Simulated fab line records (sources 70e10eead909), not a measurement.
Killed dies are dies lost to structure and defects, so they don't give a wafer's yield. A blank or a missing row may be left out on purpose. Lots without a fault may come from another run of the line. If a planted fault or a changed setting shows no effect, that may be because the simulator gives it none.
fab line records ; flow nand-harc
record: lots: 7; wafers: 21; last-day: 24
route steps=1159 shown A_CHANNEL_HOLE_D1@481 A_CHANNEL_FILL_D1@490 END@1159
lots that met no fault: taken from a fault-free run of the same line
start-h: start of the lot's first displayed wafer, in hours after the record's first day ; wait-h: time in hours since the lot's previous step ; " the same as in the row above ; L1.1+2: one row covering several wafers at once ; - no value, or no start given ; * or withheld: withheld ; < > ~ a bound
route shown NAME@n: NAME is a module with steps in the file, n the number in the route of the first one ; usual: mean/standard deviation taken from wafers without a fault ; same: alike in all rows ; chamber/n: place in a boat ; sites: per-site readings ; _std_site: their standard deviation ; _edge_site: the outer-site mean with the inner-site mean subtracted ; radius-mm: how far each site lies from the wafer's centre ; mask NAME#n: copy n ; behind: the last tool/chamber to shape the wafer ; hold: cause of the lot's hold/its duration in hours/its outcome ; device: whichever transistor did not switch (one of n, p or np) ; end of line: the route-end tests of the same wafers ; a step with no rows: only its recipe ; killed: at the first sort, the dies lost to defects and structure; wafer yield is something else ; map: a wafer's dies, marking killed ones x, the rest . and places with no die _
set.NAME: the setting that was run; set.NAME@STEP: the one run at that earlier step ; model.NAME: the simulator's own value behind a step, which no gauge read
a table for each step, a row for each wafer; lots at some steps of the route
services: when a tool's chamber went out of use (start-h, in hours from the record's first day, below 0 if earlier), for how many hours, and the reason
== steps ==
step: NHARC_A_CHANNEL_HOLE_D1_STRIP_42
recipe: cf4-flow-sccm: 100; chf3-flow-sccm: 30; ar-flow-sccm: 0; bias-w: 0; chemistry: CF4/CHF3
step: NHARC_A_CHANNEL_HOLE_D1_STRIP_43
recipe: o2-flow-sccm: 400; cos-flow-sccm: 20; ar-flow-sccm: 0; bias-w: 0; chemistry: O2/COS
step: NHARC_A_CHANNEL_HOLE_D1_ETCH_44
recipe: target-depth-a: 1400; overetch-a: 140; time-s: 77; ion-energy-ev: 100; cf4-flow-sccm: 80; o2-flow-sccm: 20; ar-flow-sccm: 0; rf-w: 300; bias-w: 100; chemistry: CF4/O2
usual: chamber-pressure-mTorr: 29.998/0.028; drypump-motor-current-A: 5.87/0.23; oes-product-au: 1.001/0.0093; rf-vpp-V: 197.5/1.1; showerhead-plenum-p-Torr: 1.32/0.036; throttle-valve-pct: 13.397/0.0091
lot.wafer;tool;chamber;start-h;wait-h;chamber-pressure-mTorr;drypump-motor-current-A;oes-product-au;rf-hours-counter-h;rf-vpp-V;showerhead-plenum-p-Torr;throttle-valve-pct
L327.2;rie-diel-10;2;199.67;0.1;29.987;5.85;1.001;2;199.6;1.31;13.401
L327.1;rie-diel-10;0;199.67;0.1;29.989;5.86;0.991;1;196.6;1.37;13.388
L327.6;rie-diel-10;2;199.67;0.1;29.992;5.84;1.004;-;198.6;1.31;13.387
L328.3;rie-diel-10;1;203.82;0.1;30.036;5.33;0.987;1;196.9;1.27;13.396
L328.2;rie-diel-10;2;203.82;0.1;29.980;5.85;0.995;2;196.3;1.31;13.382
L328.1;rie-diel-10;3;203.82;0.1;30.014;6.18;0.999;2;198.3;1.30;13.399
L335.3;rie-diel-10;0;254.15;0.1;30.010;5.84;0.984;-;198.3;1.36;13.384
L335.6;rie-diel-10;0;254.15;0.1;30.005;5.85;1.001;-;197.7;1.36;13.401
L335.5;rie-diel-10;2;254.15;0.1;30.043;5.82;1.000;-;196.0;1.31;13.398
L337.3;rie-diel-06;1;254.26;0.1;30.027;5.90;1.014;1;198.7;1.34;13.413
L337.1;rie-diel-06;2;254.26;0.1;29.989;5.84;1.008;1;198.9;1.34;13.400
L337.6;rie-diel-06;0;254.26;0.1;30.036;6.17;0.998;-;196.1;1.32;13.381
L338.2;rie-diel-10;2;258.25;0.1;29.996;5.85;0.998;6;196.8;1.31;13.404
L338.3;rie-diel-10;0;258.25;0.1;29.942;5.85;1.015;6;198.1;1.36;13.410
L338.1;rie-diel-10;1;258.25;0.1;29.995;5.33;1.017;5;195.8;1.27;13.381
L344.1;rie-diel-10;2;286.42;0.1;30.020;5.83;1.011;8;198.7;1.31;13.401
L344.3;rie-diel-10;3;286.42;0.1;30.008;6.17;0.991;7;196.5;1.30;13.392
L344.5;rie-diel-10;3;286.42;0.1;30.018;6.19;0.989;-;197.9;1.30;13.391
L345.3;rie-diel-02;2;294.31;0.1;29.972;6.02;1.010;10;197.6;1.41;13.401
L345.4;rie-diel-02;1;294.31;0.1;29.978;6.07;1.020;-;196.2;1.31;13.387
L345.6;rie-diel-02;2;294.31;0.1;30.004;6.00;1.008;-;198.7;1.41;13.410
step: NHARC_A_CHANNEL_HOLE_D1_STRIP_27
recipe: o2-flow-sccm: 500; ar-flow-sccm: 0; bias-w: 0; chemistry: O2
usual: chamber-pressure-mTorr: 60.00/0.053; drypump-motor-current-A: 5.89/0.23; oes-product-au: 0.999/0.0085; rf-vpp-V: 57.7/0.87; showerhead-plenum-p-Torr: 3.50/0.09; throttle-valve-pct: 17.036/0.0092
lot.wafer;tool;chamber;start-h;wait-h;chamber-pressure-mTorr;drypump-motor-current-A;oes-product-au;rf-hours-counter-h;rf-vpp-V;showerhead-plenum-p-Torr;throttle-valve-pct
L327.2;rie-diel-10;1;-;-;60.04;5.34;0.990;1;58.1;3.37;17.033
L327.1;rie-diel-10;3;-;-;59.94;6.17;0.996;2;58.2;3.45;17.038
L327.6;rie-diel-10;1;-;-;59.95;5.35;0.999;-;58.3;3.37;17.023
L328.1;rie-diel-10;3;-;-;59.92;6.21;0.999;2;58.9;3.45;17.049
L328.3;rie-diel-10;1;-;-;59.93;5.35;0.997;1;56.7;3.37;17.038
L328.2;rie-diel-10;2;-;-;59.96;5.86;1.004;2;59.5;3.47;17.045
L337.3;rie-diel-06;0;-;-;59.99;6.20;0.974;1;58.4;3.49;17.044
L337.1;rie-diel-06;3;-;-;59.97;5.88;1.013;1;58.2;3.44;17.029
L337.6;rie-diel-06;0;-;-;59.98;6.20;1.000;-;56.5;3.49;17.050
L335.3;rie-diel-10;0;254.59;0.4;59.99;5.85;0.991;-;57.3;3.60;17.052
L335.5;rie-diel-10;2;254.59;0.4;60.06;5.85;0.995;-;58.8;3.47;17.042
L335.6;rie-diel-10;0;254.59;0.4;59.96;5.88;0.986;-;59.0;3.60;17.040
L338.3;rie-diel-10;1;-;-;60.00;5.35;1.006;5;57.9;3.37;17.025
L338.2;rie-diel-10;2;-;-;59.98;5.87;1.017;6;58.0;3.47;17.033
L338.1;rie-diel-10;0;-;-;60.00;5.90;1.002;6;57.4;3.60;17.039
L344.3;rie-diel-10;2;-;-;60.04;5.87;0.998;8;58.6;3.47;17.028
L344.1;rie-diel-10;3;-;-;60.08;6.21;0.998;7;57.4;3.45;17.034
L344.5;rie-diel-10;2;-;-;60.10;5.86;0.997;-;58.0;3.47;17.021
L345.3;rie-diel-02;3;-;-;60.02;5.93;0.992;10;57.3;3.40;17.033
L345.6;rie-diel-02;1;-;-;60.03;6.03;1.011;-;57.0;3.47;17.045
L345.4;rie-diel-02;2;-;-;60.00;6.03;1.008;-;58.1;3.71;17.034
step: NHARC_A_CHANNEL_HOLE_D1_PRECLEAN_28
recipe: time-s: *; temp-c: 50; bath-age-min: 0; chemistry: SC1
step: NHARC_A_CHANNEL_HOLE_D1_SRD_29
step: NHARC_A_CHANNEL_HOLE_D1_CD_MEAS_30
usual: cd-nm: 90.3/1.2
lot.wafer;tool;chamber;start-h;wait-h;cd-nm
L327.1;cd-sem-03;-;200.47;-;88.2
L327.2;cd-sem-03;-;200.47;-;89.8
L327.6;cd-sem-03;-;200.47;-;89.9
L328.1;cd-sem-01;-;204.61;-;89.8
L328.2;cd-sem-01;-;204.61;-;91.2
L328.3;cd-sem-01;-;204.61;-;90.9
L337.1;cd-sem-03;-;255.03;-;92.6
L337.3;cd-sem-03;-;255.03;-;90.0
L337.6;cd-sem-03;-;255.03;-;91.3
L335.3;cd-sem-03;-;255.30;-;89.5
L335.5;cd-sem-03;-;255.30;-;91.8
L335.6;cd-sem-03;-;255.30;-;87.8
L338.1;cd-sem-02;-;259.17;-;91.2
L338.2;cd-sem-02;-;259.17;-;91.1
L338.3;cd-sem-02;-;259.17;-;88.1
L344.1;cd-sem-01;-;287.21;-;91.0
L344.3;cd-sem-01;-;287.21;-;89.9
L344.5;cd-sem-01;-;287.21;-;90.2
L345.3;cd-sem-01;-;295.23;-;93.1
L345.4;cd-sem-01;-;295.23;-;93.2
L345.6;cd-sem-01;-;295.23;-;92.4
step: NHARC_A_CHANNEL_HOLE_D1_XSEM_31
recipe: landing-energy-ev: 35000
usual: bot-cd-nm: 74.9/1.3; bow-nm: 8.66/0.25; tilt-deg: 0.07/0.045
lot.wafer;tool;chamber;start-h;wait-h;bot-cd-nm;bow-nm;tilt-deg
L327.1;xsem-01;0;200.55;0.1;72.4;8.63;0.01
L327.2;xsem-01;0;200.55;0.1;73.5;8.63;0.01
L327.6;xsem-01;0;200.55;0.1;74.6;8.62;0.01
L328.1;xsem-01;0;204.70;0.1;74.8;8.35;0.11
L328.2;xsem-01;0;204.70;0.1;76.2;8.37;0.11
L328.3;xsem-01;0;204.70;0.1;75.2;8.44;0.11
L337.1;xsem-02;0;255.13;0.1;76.9;8.84;0.06
L337.3;xsem-02;0;255.13;0.1;74.3;8.90;0.06
L337.6;xsem-02;0;255.13;0.1;76.0;8.92;0.06
L335.3;xsem-01;0;255.38;0.1;73.6;9.28;0.03
L335.5;xsem-01;0;255.38;0.1;75.7;9.31;0.03
L335.6;xsem-01;0;255.38;0.1;71.8;9.27;0.03
L338.1;xsem-02;0;259.27;0.1;76.5;8.47;0.02
L338.2;xsem-02;0;259.27;0.1;76.4;8.53;0.02
L338.3;xsem-02;0;259.27;0.1;73.2;8.53;0.02
L344.1;xsem-02;0;287.31;0.1;75.3;8.60;0.07
L344.3;xsem-02;0;287.31;0.1;74.6;8.63;0.07
L344.5;xsem-02;0;287.31;0.1;75.1;8.55;0.08
L345.3;xsem-02;0;295.32;0.1;77.6;8.82;0.11
L345.4;xsem-02;0;295.32;0.1;78.1;8.79;0.11
L345.6;xsem-02;0;295.32;0.1;76.5;8.84;0.11
step: NHARC_A_CHANNEL_HOLE_D1_INSPECT_40
usual: raw-defect-count: 56/16
lot.wafer;tool;chamber;start-h;wait-h;raw-defect-count
L327.1;defect-inspect-01;-;200.65;-;82
L327.2;defect-inspect-01;-;200.65;-;55
L327.6;defect-inspect-01;-;200.65;-;58
L328.1;defect-inspect-02;-;204.81;-;85
L328.2;defect-inspect-02;-;204.81;-;86
L328.3;defect-inspect-02;-;204.81;-;67
L337.1;defect-inspect-02;-;255.22;-;49
L337.3;defect-inspect-02;-;255.22;-;48
L337.6;defect-inspect-02;-;255.22;-;75
L335.3;defect-inspect-02;-;255.48;-;39
L335.5;defect-inspect-02;-;255.48;-;53
L335.6;defect-inspect-02;-;255.48;-;28
L338.1;defect-inspect-01;-;259.36;-;62
L338.2;defect-inspect-01;-;259.36;-;31
L338.3;defect-inspect-01;-;259.36;-;42
L344.1;defect-inspect-02;-;287.40;-;62
L344.3;defect-inspect-02;-;287.40;-;85
L344.5;defect-inspect-02;-;287.40;-;60
L345.3;defect-inspect-02;-;295.41;-;66
L345.4;defect-inspect-02;-;295.41;-;63
L345.6;defect-inspect-02;-;295.41;-;80
step: NHARC_A_CHANNEL_FILL_D1_PRECLEAN_00
recipe: time-s: *; temp-c: 50; bath-age-min: 0; chemistry: SC1
step: NHARC_A_CHANNEL_FILL_D1_SRD_01
step: NHARC_A_CHANNEL_FILL_D1_ALD_02
recipe: target-thk-a: 60; pulse-time-s: 10; ald-cycles: 60; temp-c: 300; material: SiO2
usual: ald-cycles: 60/0; heater-power-w: 464/52; precursor-pulse-height-rel: 1.003/0.02
lot.wafer;tool;chamber;start-h;wait-h;ald-cycles;heater-power-w;precursor-pulse-height-rel
L327.1;ald-hk-03;1;200.85;-;60;404;0.972
L327.2;ald-hk-03;2;200.85;-;60;422;1.014
L327.6;ald-hk-03;2;200.85;-;60;419;0.993
L328.2;ald-hk-02;1;205.00;-;60;435;0.995
L328.1;ald-hk-02;2;205.00;-;60;515;0.989
L328.3;ald-hk-02;0;205.00;-;60;406;0.970
L337.3;ald-hk-02;0;255.42;-;60;400;0.980
L337.1;ald-hk-02;3;255.42;-;60;555;1.013
L337.6;ald-hk-02;1;255.42;-;60;433;1.012
L335.3;ald-hk-02;1;255.92;-;60;434;0.985
L335.6;ald-hk-02;0;255.92;-;60;417;1.016
L335.5;ald-hk-02;1;255.92;-;60;424;1.024
L338.3;ald-hk-04;0;259.56;-;60;515;0.979
L338.1;ald-hk-04;1;259.56;-;60;444;1.015
L338.2;ald-hk-04;2;259.56;-;60;534;1.035
L344.1;ald-hk-03;0;287.59;-;60;519;1.016
L344.3;ald-hk-03;2;287.59;-;60;418;1.019
L344.5;ald-hk-03;1;287.59;-;60;408;0.997
L345.3;ald-hk-04;0;295.61;-;60;504;1.015
L345.4;ald-hk-04;3;295.61;-;60;453;0.998
L345.6;ald-hk-04;1;295.61;-;60;428;0.975
step: NHARC_A_CHANNEL_FILL_D1_ALD_03
recipe: target-thk-a: 60; pulse-time-s: 60; ald-cycles: 58; temp-c: 630; pressure-torr: 2; material: SiNx
usual: ald-cycles: 58/0; precursor-pulse-height-rel: 0.999/0.019
lot.wafer;tool;chamber;start-h;wait-h;ald-cycles;precursor-pulse-height-rel
L327.1;ald-sin-batch-02;0;204.29;-;58;1.015
L327.2;ald-sin-batch-02;0;204.29;-;58;0.976
L327.6;ald-sin-batch-02;0;204.29;-;58;1.003
L328.1;ald-sin-batch-01;0;208.43;-;58;1.025
L328.2;ald-sin-batch-01;0;208.43;-;58;1.020
L328.3;ald-sin-batch-01;0;208.43;-;58;0.975
L335.3;ald-sin-batch-01;0;258.85;-;56;0.987
L335.5;ald-sin-batch-01;0;258.85;-;56;0.971
L335.6;ald-sin-batch-01;0;258.85;-;56;1.003
L337.1;ald-sin-batch-01;0;258.85;-;56;0.992
L337.3;ald-sin-batch-01;0;258.85;-;56;1.015
L337.6;ald-sin-batch-01;0;258.85;-;56;1.022
L338.1;ald-sin-batch-01;0;263.02;-;56;1.005
L338.2;ald-sin-batch-01;0;263.02;-;56;1.000
L338.3;ald-sin-batch-01;0;263.02;-;56;0.967
L344.1;ald-sin-batch-02;0;291.03;-;58;0.990
L344.3;ald-sin-batch-02;0;291.03;-;58;0.984
L344.5;ald-sin-batch-02;0;291.03;-;58;0.997
L345.3;ald-sin-batch-03;0;299.05;-;58;0.987
L345.4;ald-sin-batch-03;0;299.05;-;58;1.001
L345.6;ald-sin-batch-03;0;299.05;-;58;1.001
step: NHARC_A_CHANNEL_FILL_D1_ALD_14
recipe: target-thk-a: 25; pulse-time-s: 10; ald-cycles: 25; temp-c: 300; material: SiO2
usual: ald-cycles: 25/0; heater-power-w: 465/51; precursor-pulse-height-rel: 0.999/0.02
lot.wafer;tool;chamber;start-h;wait-h;ald-cycles;heater-power-w;precursor-pulse-height-rel
L327.2;ald-hk-02;2;207.84;0.0;25;519;1.035
L327.1;ald-hk-02;0;207.84;0.0;25;413;1.006
L327.6;ald-hk-02;3;207.84;0.0;25;565;0.998
L328.3;ald-hk-02;2;212.19;0.3;25;512;1.043
L328.1;ald-hk-02;0;212.19;0.3;25;401;0.963
L328.2;ald-hk-02;1;212.19;0.3;25;434;1.015
L337.1;ald-hk-04;2;262.38;0.0;25;521;0.951
L337.3;ald-hk-04;1;262.38;0.0;25;444;1.000
L337.6;ald-hk-04;3;262.38;0.0;25;451;0.944
L335.3;ald-hk-03;1;262.41;0.1;25;405;1.013
L335.5;ald-hk-03;0;262.41;0.1;25;520;0.990
L335.6;ald-hk-03;1;262.41;0.1;25;408;0.983
L338.2;ald-hk-03;1;266.67;0.1;25;405;1.007
L338.3;ald-hk-03;2;266.67;0.1;25;412;1.007
L338.1;ald-hk-03;3;266.67;0.1;25;421;1.000
L344.3;ald-hk-03;0;294.52;0.0;25;514;0.985
L344.1;ald-hk-03;2;294.52;0.0;25;419;1.004
L344.5;ald-hk-03;0;294.52;0.0;25;517;0.995
L345.3;ald-hk-04;2;302.59;0.0;25;526;1.007
L345.4;ald-hk-04;3;302.59;0.0;25;453;1.011
L345.6;ald-hk-04;3;302.59;0.0;25;441;1.011
step: NHARC_END_SORT_01
recipe: temp-c: 25
usual: killed-at-array: 29/9.4; killed-at-other: 0.7/1.3; killed-at-periphery: 2.9/2.1; killed-dies: 32/9; killed-open: 3.3/1.8; killed-short: 1.9/1.4
same: gross-dies: 677
lot.wafer;tool;chamber;start-h;wait-h;killed-at-array;killed-at-other;killed-at-periphery;killed-dies;killed-open;killed-short
L328.1;prober-02;0;486.97;2.5;21;0;2;23;3;1
L328.2;prober-02;0;487.77;2.8;29;1;3;33;1;3
L328.3;prober-02;0;488.57;3.1;26;0;4;30;4;2
L344.1;prober-01;0;547.96;2.5;28;0;0;28;4;3
L344.3;prober-01;0;549.56;3.1;28;0;2;30;1;3
L344.5;prober-01;0;551.17;3.7;24;1;4;29;2;3
L345.3;prober-02;0;572.91;3.1;28;0;1;29;3;1
L345.4;prober-02;0;573.71;3.4;26;0;1;27;3;0
L345.6;prober-02;0;575.31;4.0;41;0;2;43;4;2
killed by level:class
L328.1 A_CHANNEL_HOLE_D1:chamber-film-flake=13 A_STAIRCASE:chamber-film-flake=3 P_M0:geometric-particle:open=2 A_CONTACT:chamber-film-flake=2 A_WL_FILL:geometric-particle:short=1 A_CONTACT:geometric-particle:open=1 A_ZERO_WELL:chamber-film-flake=1
L328.2 A_CHANNEL_HOLE_D1:chamber-film-flake=15 A_STAIRCASE:chamber-film-flake=5 A_CONTACT:chamber-film-flake=3 A_CONTACT:geometric-particle:short=2 A_WL_FILL:chamber-film-flake=2 P_GATE:geometric-particle:short=1 A_CONTACT:geometric-particle:open=1 P_STI:chamber-film-flake=1
L328.3 A_CHANNEL_HOLE_D1:chamber-film-flake=10 A_CONTACT:chamber-film-flake=5 A_STAIRCASE:chamber-film-flake=4 P_M0:geometric-particle:short=2 A_ZERO_WELL:chamber-film-flake=2 P_M0:geometric-particle:open=1 A_CONTACT:geometric-particle:open=1 A_BLC:geometric-particle:open=1
L344.1 A_CHANNEL_HOLE_D1:chamber-film-flake=17 A_CONTACT:chamber-film-flake=3 A_M0:geometric-particle:open=2 A_SOURCE_PLATE:geometric-particle:short=1 A_CHANNEL_FILL_D1:geometric-particle:short=1 A_SGD_CUT:geometric-particle:open=1 A_SGD_CUT:geometric-particle:short=1 A_CONTACT:geometric-particle:open=1
L344.3 A_CHANNEL_HOLE_D1:chamber-film-flake=23 P_M2:geometric-particle:short=1 A_SOURCE_PLATE:geometric-particle:short=1 A_ONON_D1:geometric-particle:open=1 A_WL_FILL:geometric-particle:short=1 P_GATE:chamber-film-flake=1 A_WL_FILL:chamber-film-flake=1 A_CONTACT:chamber-film-flake=1
L344.5 A_CHANNEL_HOLE_D1:chamber-film-flake=20 P_STI:geometric-particle:open=1 P_CONTACT:geometric-particle:short=1 P_M0:geometric-particle:short=1 A_CHANNEL_HOLE_D1:geometric-particle:open=1 A_CHANNEL_FILL_D1:geometric-particle:short=1 P_M2:chamber-film-flake=1 A_STAIRCASE:chamber-film-flake=1
L345.3 A_CHANNEL_HOLE_D1:chamber-film-flake=23 P_GATE:geometric-particle:open=1 A_CONTACT:geometric-particle:open=1 A_M1:geometric-particle:short=1 A_M1:geometric-particle:open=1 A_STAIRCASE:chamber-film-flake=1 A_CONTACT:chamber-film-flake=1
L345.4 A_CHANNEL_HOLE_D1:chamber-film-flake=14 A_CONTACT:chamber-film-flake=5 A_STAIRCASE:chamber-film-flake=2 A_WL_FILL:chamber-film-flake=2 P_GATE:geometric-particle:open=1 A_CHANNEL_HOLE_D1:geometric-particle:open=1 A_CONTACT:geometric-particle:open=1 A_ZERO_WELL:chamber-film-flake=1
L345.6 A_CHANNEL_HOLE_D1:chamber-film-flake=30 A_ZERO_WELL:chamber-film-flake=3 A_CONTACT:chamber-film-flake=3 A_CONTACT:geometric-particle:short=2 P_STI:geometric-particle:open=1 P_M0:geometric-particle:open=1 A_CHANNEL_FILL_D1:geometric-particle:open=1 A_WL_FILL:geometric-particle:open=1
== services ==
tool;chamber;start-h;hours;kind
rie-diel-10;-;176.50;9.0;pm
rie-diel-10;0;176.50;9.0;vent-cycle
rie-diel-10;1;176.50;9.0;vent-cycle
rie-diel-10;2;176.50;9.0;vent-cycle
rie-diel-10;3;176.50;9.0;vent-cycle
rie-diel-10;0;185.50;-;clean
rie-diel-10;1;185.50;-;clean
rie-diel-10;2;185.50;-;clean
rie-diel-10;3;185.50;-;clean
ald-hk-04;-;186.00;10.0;pm
rie-diel-10;0;210.00;-;clean
rie-diel-10;1;210.00;-;clean
rie-diel-10;2;210.00;-;clean
ald-sin-batch-03;-;211.21;2.1;repair
rie-diel-10;3;233.23;27.6;repair
rie-diel-06;-;241.20;9.0;pm
rie-diel-02;3;242.07;2.6;repair
rie-diel-10;1;251.93;5.6;repair
rie-diel-06;-;265.38;0.5;repair
rie-diel-10;1;269.48;8.4;repair
rie-diel-02;2;276.61;13.7;repair
rie-diel-06;1;280.26;11.0;repair
rie-diel-02;0;285.70;17.1;repair
xsem-02;-;302.00;14.0;pm
== key ==
first-sign: step: NHARC_A_CHANNEL_FILL_D1_ALD_03; reading: ald-cycles; direction: down; sigmas: 99+; usual: 58; struck: 56
effect none on later readings
met-at NHARC_A_CHANNEL_FILL_D1_ALD_03
struck-wafers L335.3,L335.5,L335.6,L337.1,L337.3,L337.6,L338.1,L338.2,L338.3
tester-left-out L335,L337,L338
onset-between 208.43 258.85
fault: kind: process-parameter-drift; tool: ald-sin-batch-01; chamber: -; onset-h: 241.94; steps: NHARC_A_CHANNEL_FILL_D1_ALD_03; channel: ald-cycles; offset: -2; shape: step; end-h: 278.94; acts-in: these-recipes-only; stated: 58
tester-left-out: of these lots the tester's yield and bins aren't shown, on N5 and GAA mostly nor the transistor test; their killed dies are dies lost to structure and defects alone, not to doping, threshold or leakage, so they don't give the yield
